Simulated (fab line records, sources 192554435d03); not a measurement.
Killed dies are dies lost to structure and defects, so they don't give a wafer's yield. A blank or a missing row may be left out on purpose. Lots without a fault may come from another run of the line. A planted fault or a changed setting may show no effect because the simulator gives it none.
Chamber matching | flow n5_finfet | N5_BEOL_M5_CVD_47 on cvd_co-02: 3 sister chambers
The step deposits Co from CCTBA/H2, target thk 3 nm, time 216 s. 14 wafers are shown with their chamber, then 7 later ones without.

WAFERS WITH THEIR CHAMBER
wafer  | chamber | run_length_s (s) | chamber_pressure_Torr (Torr)
L503.2 | 2       | 239.2            | 29.98
L503.3 | 1       | 238.7            | 30.01
L503.4 | 1       | 238.6            | 29.92
L506.1 | 1       | 238.7            | 30.08
L506.4 | 2       | 239.6            | 29.96
L506.5 | 1       | 238.5            | 30.07
L508.1 | 0       | 239.3            | 30.00
L508.2 | 1       | 238.9            | 30.12
L508.5 | 1       | 238.8            | 30.05
L510.2 | 1       | 239.3            | 29.97
L510.3 | 2       | 238.9            | 30.17
L510.5 | 1       | 238.6            | 29.98
L519.1 | 0       | 239.4            | 30.00
L519.3 | 1       | 238.9            | 29.97

SIGNATURES (means of the wafers above)
reading               | chamber 0 | chamber 1 | chamber 2 | scatter within a chamber
run_length_s          | 239.350   | 238.778   | 239.233   | 0.254
chamber_pressure_Torr | 30.0000   | 30.0189   | 30.0367   | 0.0742
Rule: a wafer's distance from a chamber is the root of the sum, over the readings, of the square of ((its reading less the chamber's mean) divided by the reading's scatter). The wafer belongs to the nearest chamber; if the next one is less than 2 further off, it can't be placed. The scatter: the root of (the sum of the squares of (reading less its chamber's mean) over the shown wafers, divided by (wafers less chambers)).

WAFERS WITHOUT THEIR CHAMBER
wafer  | run_length_s (s) | chamber_pressure_Torr (Torr)
L519.5 | 239.2            | 30.11
L521.3 | 239.0            | 30.00
L521.4 | 239.1            | 29.98
L521.6 | 238.9            | 30.07
L523.3 | 238.4            | 30.01
L523.5 | 238.5            | 29.98
L523.6 | 238.9            | 29.98

WHICH CHAMBER EACH WENT THROUGH
wafer  | from the rows above          | in truth
L519.5 | can't be placed: 2 or 0 or 1 | 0
L521.3 | can't be placed: 1 or 2 or 0 | 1
L521.4 | can't be placed: 2 or 0 or 1 | 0
L521.6 | can't be placed: 1 or 2 or 0 | 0
L523.3 | can't be placed: 1 or 2      | 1
L523.5 | can't be placed: 1 or 2      | 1
L523.6 | can't be placed: 1 or 2 or 0 | 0
Placed correctly: 0 of 7. Can't be placed from these rows: 7 (the true chamber is among the candidates in 7). Placed wrongly: 0.
